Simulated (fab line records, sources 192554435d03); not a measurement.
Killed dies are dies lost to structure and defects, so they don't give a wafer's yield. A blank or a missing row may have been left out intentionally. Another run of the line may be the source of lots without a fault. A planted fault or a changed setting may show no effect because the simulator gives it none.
Which tool did it?    flow n5_finfet    24 lots with 72 wafers sampled at 6 steps, on a route of 1938 steps

WHAT EACH GAUGE READ, for each wafer
N5_BEOL_M4_OVL_MEAS_12. Usual: for M4_OVL the level is 0.6 nm and the standard deviation is 0.65.
lot   measured      on          M4_OVL (nm)     flag
L074  day 7 18:40   overlay-01  0.4 1.2 0.2     
L075  day 8 00:46   overlay-01  2.1 1.5 1.7     
L076  day 8 01:50   overlay-02  0.3 -0.2 -0.5   
L077  day 8 03:40   overlay-01  0.6 0.5 0.3     
L078  day 8 07:16   overlay-02  -0.5 -0.1 0.3   
L079  day 8 15:48   overlay-02  -0.1 -0.1 1.1   
L080  day 8 20:41   overlay-02  -0.4 0.9 0.1    
L081  day 9 03:10   overlay-01  -0.4 -0.8 -0.4  
L082  day 9 14:22   overlay-01  -0.4 0.1 -0.6   
L083  day 9 20:33   overlay-01  0.3 -0.6 0.4    
L084  day 10 01:07  overlay-01  0.7 1.5 0.9     
L085  day 10 04:04  overlay-01  0.8 1.2 0.8     
L086  day 10 07:31  overlay-01  0.9 0.1 1.1     
L087  day 11 00:55  overlay-02  1.4 1.6 0.4     
L090  day 11 09:35  overlay-02  1.6 2.0 0.8     
L088  day 11 12:15  overlay-01  0.6 0.4 -0.3    
L089  day 11 16:07  overlay-02  0.9 0.6 -0.1    
L091  day 11 19:28  overlay-02  0.7 0.8 1.5     
L092  day 11 21:10  overlay-01  1.4 -0.2 1.2    
L093  day 12 05:25  overlay-01  0.9 1.0 1.1     
L094  day 12 06:52  overlay-01  0.0 -0.5 1.7    
L095  day 12 19:30  overlay-01  1.3 0.5 0.6     
L096  day 13 12:58  overlay-01  0.4 0.8 1.1     
L097  day 13 15:29  overlay-02  0.5 0.9 0.3     

N5_BEOL_M4_CD_MEAS_18: pitch 36 nm, target cd 18 nm. Usual: cd_nm 17.9 nm, standard deviation 0.37.
lot   measured      on         cd_nm (nm)      flag
L074  day 7 19:11   cd_sem-02  18.0 17.5 17.8  
L075  day 8 01:32   cd_sem-01  19.2 17.8 18.0  
L076  day 8 02:29   cd_sem-01  18.1 17.8 17.5  
L077  day 8 04:16   cd_sem-03  17.5 18.4 18.1  
L078  day 8 08:22   cd_sem-03  17.6 17.7 17.8  
L079  day 8 16:25   cd_sem-02  18.3 17.7 17.7  
L080  day 8 21:11   cd_sem-03  18.0 17.2 17.5  
L081  day 9 03:50   cd_sem-02  17.5 17.6 17.3  
L082  day 9 14:59   cd_sem-01  18.3 18.6 18.3  
L083  day 9 21:05   cd_sem-01  17.6 17.4 17.9  
L084  day 10 01:39  cd_sem-01  17.4 17.9 17.8  
L085  day 10 04:49  cd_sem-02  18.2 18.4 18.2  
L086  day 10 08:02  cd_sem-01  17.7 17.9 17.5  
L087  day 11 01:32  cd_sem-03  18.3 18.1 17.9  
L090  day 11 10:52  cd_sem-01  17.8 17.9 18.2  
L088  day 11 12:49  cd_sem-01  18.4 18.0 17.7  
L089  day 11 16:38  cd_sem-02  18.6 18.7 18.7  
L091  day 11 19:59  cd_sem-02  17.6 17.5 18.0  
L092  day 11 21:42  cd_sem-01  17.7 17.9 18.1  
L093  day 12 06:27  cd_sem-02  18.1 17.9 17.6  
L094  day 12 07:32  cd_sem-02  18.0 18.4 18.7  
L095  day 12 20:08  cd_sem-03  18.2 18.1 18.1  
L096  day 13 13:35  cd_sem-03  18.2 17.1 17.9  
L097  day 13 16:00  cd_sem-02  17.8 17.6 17.7  

WHAT TOOL EACH LOT RAN ON (gives the tool, then ch and the chambers of the sampled wafers, and finally the start)
lot   N5_BEOL_M3_STRIP_36                 N5_BEOL_M3_ALD_84                    N5_BEOL_M3_ANNEAL_87          N5_BEOL_M4_PECVD_72
L074  rie_diel-01 ch 0,3, day 7 13:04     ald_metal-03 ch 1,2,3, day 7 13:38   pvd_sputter-03, day 7 15:01   pecvd-02 ch 1,2, day 7 17:20
L075  rie_diel-04 ch 0,1, day 7 18:02     ald_metal-02 ch 0,1, day 7 18:52     pvd_sputter-03, day 7 20:10   pecvd-04 ch 0,1,2, day 7 22:27
L076  rie_diel-04 ch 0,1,3, day 7 21:12   ald_metal-02 ch 1,2,3, day 7 21:49   pvd_sputter-02, day 7 23:07   pecvd-03 ch 0,2, day 8 01:21
L077  rie_diel-01 ch 0,2,3, day 7 21:24   ald_metal-03 ch 1,2, day 7 22:02     pvd_sputter-01, day 7 23:25   pecvd-04 ch 1,2, day 8 01:47
L078  rie_diel-03 ch 0,1,2, day 8 00:23   ald_metal-02 ch 0,1, day 8 01:01     pvd_sputter-02, day 8 02:25   pecvd-03 ch 0,1,2, day 8 04:41
L079  rie_diel-03 ch 0,2, day 8 09:55     ald_metal-02 ch 1,3, day 8 10:53     pvd_sputter-01, day 8 12:16   pecvd-03 ch 0,1,2, day 8 14:31
L080  rie_diel-04 ch 2,3, day 8 13:05     ald_metal-04 ch 1,3, day 8 13:44     pvd_sputter-01, day 8 15:36   pecvd-04 ch 1,2, day 8 17:52
L081  rie_diel-01 ch 1,2, day 8 21:31     ald_metal-04 ch 2,3, day 8 22:13     pvd_sputter-01, day 8 23:24   pecvd-03 ch 0,1, day 9 01:44
L082  rie_diel-04 ch 2,3, day 9 05:11     ald_metal-03 ch 0,1,2, day 9 06:08   pvd_sputter-02, day 9 11:03   pecvd-03 ch 0,1,2, day 9 13:17
L083  rie_diel-04 ch 1,3, day 9 14:59     ald_metal-02 ch 0,1, day 9 16:01     pvd_sputter-02, day 9 17:17   pecvd-03 ch 1,2, day 9 19:32
L084  rie_diel-03 ch 0,1,2, day 9 19:28   ald_metal-04 ch 0,1,3, day 9 20:20   pvd_sputter-02, day 9 21:35   pecvd-03 ch 1,2, day 9 23:50
L085  rie_diel-01 ch 0,1,2, day 9 22:31   ald_metal-02 ch 0,2,3, day 9 23:26   pvd_sputter-03, day 10 00:47  pecvd-02 ch 0,1, day 10 03:02
L086  rie_diel-01 ch 2,3, day 10 02:20    ald_metal-02 ch 0,3, day 10 03:21    pvd_sputter-03, day 10 04:35  pecvd-04 ch 0,1,2, day 10 06:52
L087  rie_diel-04 ch 2,3, day 10 18:10    ald_metal-04 ch 0,2,3, day 10 19:13  pvd_sputter-02, day 10 20:37  pecvd-04 ch 0,1,2, day 10 22:57
L090  rie_diel-01 ch 0,3, day 11 02:04    ald_metal-02 ch 1,3, day 11 02:57    pvd_sputter-01, day 11 06:13  pecvd-03 ch 0,2, day 11 08:28
L088  rie_diel-03 ch 0,1,2, day 11 05:32  ald_metal-04 ch 1,2,3, day 11 06:43  pvd_sputter-01, day 11 08:04  pecvd-02 ch 0,1, day 11 10:19
L089  rie_diel-01 ch 0,2,3, day 11 08:55  ald_metal-04 ch 0,2, day 11 09:54    pvd_sputter-01, day 11 11:11  pecvd-03 ch 0,2, day 11 13:25
L091  rie_diel-03 ch 0,3, day 11 11:59    ald_metal-04 ch 0,2, day 11 12:54    pvd_sputter-03, day 11 14:07  pecvd-03 ch 0,1, day 11 16:21
L092  rie_diel-01 ch 0,1,2, day 11 15:08  ald_metal-04 ch 0,1,2, day 11 16:16  pvd_sputter-01, day 11 17:34  pecvd-03 ch 0,1,2, day 11 19:48
L093  rie_diel-01 ch 2,3, day 11 21:08    ald_metal-02 ch 0,1, day 11 21:53    pvd_sputter-03, day 12 00:42  pecvd-03 ch 0,1, day 12 02:56
L094  rie_diel-03 ch 0,1,3, day 12 01:39  ald_metal-02 ch 0,1,2, day 12 02:25  pvd_sputter-03, day 12 03:43  pecvd-04 ch 0,2, day 12 05:59
L095  rie_diel-04 ch 0,3, day 12 12:10    ald_metal-03 ch 1,3, day 12 12:56    pvd_sputter-03, day 12 15:08  pecvd-04 ch 1,2, day 12 17:23
L096  rie_diel-01 ch 0,3, day 13 04:40    ald_metal-04 ch 0,1,2, day 13 05:10  pvd_sputter-01, day 13 06:44  pecvd-02 ch 0,2, day 13 08:59
L097  rie_diel-04 ch 1,2, day 13 07:50    ald_metal-04 ch 0,2,3, day 13 08:58  pvd_sputter-03, day 13 12:10  pecvd-04 ch 0,2, day 13 14:43
- N5_BEOL_M3_STRIP_36: strips in N2/H2.
- N5_BEOL_M3_ALD_84: deposits TaN, pulse time 2 s, purge time 3 s, co reactant purge time 2 s.
- N5_BEOL_M3_ANNEAL_87: time 240 s.
- N5_BEOL_M4_PECVD_72: deposits SiO2 from TEOS/O2, target thk 16 nm, time 18 s.

AS READ BY THE TOOLS THEMSELVES (means over the sampled wafers that have a number; for cases with no such wafer, the mark the record gives instead)
N5_BEOL_M3_STRIP_36. Usual: drypump_motor_current_A 5.8 A, standard deviation 0.61; oes_product_au 0.80 a.u., standard deviation 0.091; rf_vpp_V 59.0 V, standard deviation 1.5; showerhead_plenum_p_Torr 2.52 Torr, standard deviation 0.068; throttle_valve_pct 23.7 %, standard deviation 0.31.
lot   tool         drypump_motor_current_A (A)  oes_product_au (a.u.)  rf_vpp_V (V)  showerhead_plenum_p_Torr (Torr)  throttle_valve_pct (%)  flag
L074  rie_diel-01  5.8                          0.89                   59.4          2.51                             23.5                    
L075  rie_diel-04  6.3                          0.76                   59.2          2.57                             23.9                    
L076  rie_diel-04  6.3                          0.73                   57.6          2.53                             24.0                    
L077  rie_diel-01  5.8                          0.93                   58.1          2.52                             23.3                    
L078  rie_diel-03  5.3                          0.76                   57.9          2.50                             23.5                    
L079  rie_diel-03  5.3                          0.75                   58.8          2.46                             23.6                    
L080  rie_diel-04  6.0                          0.84                   59.5          2.55                             24.0                    
L081  rie_diel-01  5.5                          0.79                   59.2          2.51                             23.7                    
L082  rie_diel-04  6.0                          0.83                   59.4          2.55                             24.1                    
L083  rie_diel-04  6.5                          0.77                   58.9          2.50                             23.8                    
L084  rie_diel-03  5.3                          0.75                   58.6          2.50                             23.5                    
L085  rie_diel-01  5.3                          0.84                   58.3          2.53                             23.5                    
L086  rie_diel-01  6.2                          0.91                   57.9          2.49                             23.3                    
L087  rie_diel-04  6.0                          0.81                   58.9          2.54                             24.1                    
L090  rie_diel-01  5.3                          0.86                   59.2          2.53                             23.5                    
L088  rie_diel-03  5.3                          0.75                   58.6          2.49                             23.5                    
L089  rie_diel-01  5.7                          0.88                   58.6          2.51                             23.4                    
L091  rie_diel-03  5.9                          0.75                   61.0          2.59                             23.3                    
L092  rie_diel-01  5.4                          0.81                   58.2          2.52                             23.5                    
L093  rie_diel-01  6.3                          0.86                   59.0          2.48                             23.5                    
L094  rie_diel-03  5.5                          0.75                   59.7          2.56                             23.3                    
L095  rie_diel-04  6.1                          0.84                   59.0          2.54                             23.9                    
L096  rie_diel-01  5.3                          0.84                   57.9          2.53                             23.5                    
L097  rie_diel-04  6.0                          0.81                   60.4          2.58                             24.1                    

N5_BEOL_M3_ALD_84. Usual: heater_power_w 408 W, standard deviation 30; mfc_carrier_sccm 1500 sccm, standard deviation 4.4.
lot   tool          heater_power_w (W)  mfc_carrier_sccm (sccm)  flag
L074  ald_metal-03  410                 1500                     
L075  ald_metal-02  419                 1501                     
L076  ald_metal-02  398                 1502                     
L077  ald_metal-03  413                 1496                     
L078  ald_metal-02  432                 1501                     
L079  ald_metal-02  410                 1499                     
L080  ald_metal-04  437                 1504                     
L081  ald_metal-04  379                 1496                     
L082  ald_metal-03  426                 1497                     
L083  ald_metal-02  408                 1495                     
L084  ald_metal-04  424                 1497                     
L085  ald_metal-02  389                 1499                     
L086  ald_metal-02  372                 1500                     
L087  ald_metal-04  389                 1500                     
L090  ald_metal-02  406                 1499                     
L088  ald_metal-04  407                 1498                     
L089  ald_metal-04  396                 1498                     
L091  ald_metal-04  408                 1501                     
L092  ald_metal-04  422                 1504                     
L093  ald_metal-02  426                 1495                     
L094  ald_metal-02  419                 1499                     
L095  ald_metal-03  403                 1506                     
L096  ald_metal-04  427                 1496                     
L097  ald_metal-04  395                 1503                     

N5_BEOL_M3_ANNEAL_87. Usual: heater_power_w 840 W, standard deviation 62.
lot   tool            heater_power_w (W)  flag
L074  pvd_sputter-03  815                 
L075  pvd_sputter-03  836                 
L076  pvd_sputter-02  900                 
L077  pvd_sputter-01  792                 
L078  pvd_sputter-02  934                 
L079  pvd_sputter-01  799                 
L080  pvd_sputter-01  815                 
L081  pvd_sputter-01  805                 
L082  pvd_sputter-02  966                 
L083  pvd_sputter-02  921                 
L084  pvd_sputter-02  911                 
L085  pvd_sputter-03  843                 
L086  pvd_sputter-03  840                 
L087  pvd_sputter-02  883                 
L090  pvd_sputter-01  802                 
L088  pvd_sputter-01  789                 
L089  pvd_sputter-01  815                 
L091  pvd_sputter-03  872                 
L092  pvd_sputter-01  795                 
L093  pvd_sputter-03  831                 
L094  pvd_sputter-03  814                 
L095  pvd_sputter-03  844                 
L096  pvd_sputter-01  804                 
L097  pvd_sputter-03  841                 

N5_BEOL_M4_PECVD_72. Usual: heater_power_w 734 W, standard deviation 97; showerhead_plenum_p_Torr 8.83 Torr, standard deviation 0.074; throttle_valve_pct 22.0 %, standard deviation 0.67.
lot   tool      heater_power_w (W)  showerhead_plenum_p_Torr (Torr)  throttle_valve_pct (%)  flag
L074  pecvd-02  604                 8.73                             22.2                    
L075  pecvd-04  797                 8.84                             22.5                    
L076  pecvd-03  702                 8.91                             21.4                    
L077  pecvd-04  892                 8.87                             23.2                    
L078  pecvd-03  718                 8.88                             21.4                    
L079  pecvd-03  737                 8.88                             21.6                    
L080  pecvd-04  780                 8.87                             23.2                    
L081  pecvd-03  728                 8.86                             21.7                    
L082  pecvd-03  739                 8.87                             21.6                    
L083  pecvd-03  714                 8.86                             21.7                    
L084  pecvd-03  692                 8.85                             21.6                    
L085  pecvd-02  579                 8.68                             21.8                    
L086  pecvd-04  805                 8.83                             22.5                    
L087  pecvd-04  784                 8.83                             22.5                    
L090  pecvd-03  785                 8.91                             21.6                    
L088  pecvd-02  691                 8.71                             22.0                    
L089  pecvd-03  744                 8.90                             21.8                    
L091  pecvd-03  724                 8.87                             21.8                    
L092  pecvd-03  756                 8.90                             21.7                    
L093  pecvd-03  733                 8.87                             21.8                    
L094  pecvd-04  712                 8.79                             21.9                    
L095  pecvd-04  860                 8.82                             22.5                    
L096  pecvd-02  723                 8.72                             21.9                    
L097  pecvd-04  771                 8.79                             22.1                    

THE ANSWER, worked out from the rows above alone
Rule: a lot counts as off when the mean over its wafers that have a number is more than 3 standard deviations away from the usual mean. Also off: a lot with no number at a reading for which 4 or more lots have one. The other lots that the step has rows for count as sound. After the gauges, taken in route order, come the tools' own readings; for these a lot's mean is taken, as printed above. At the first step where some lot is off, the reading lying furthest off is the one used; lots without a number count as furthest.
No lot is off on any of the readings shown, so nothing can be concluded from this.

WHAT THE SIMULATOR HAD INSERTED
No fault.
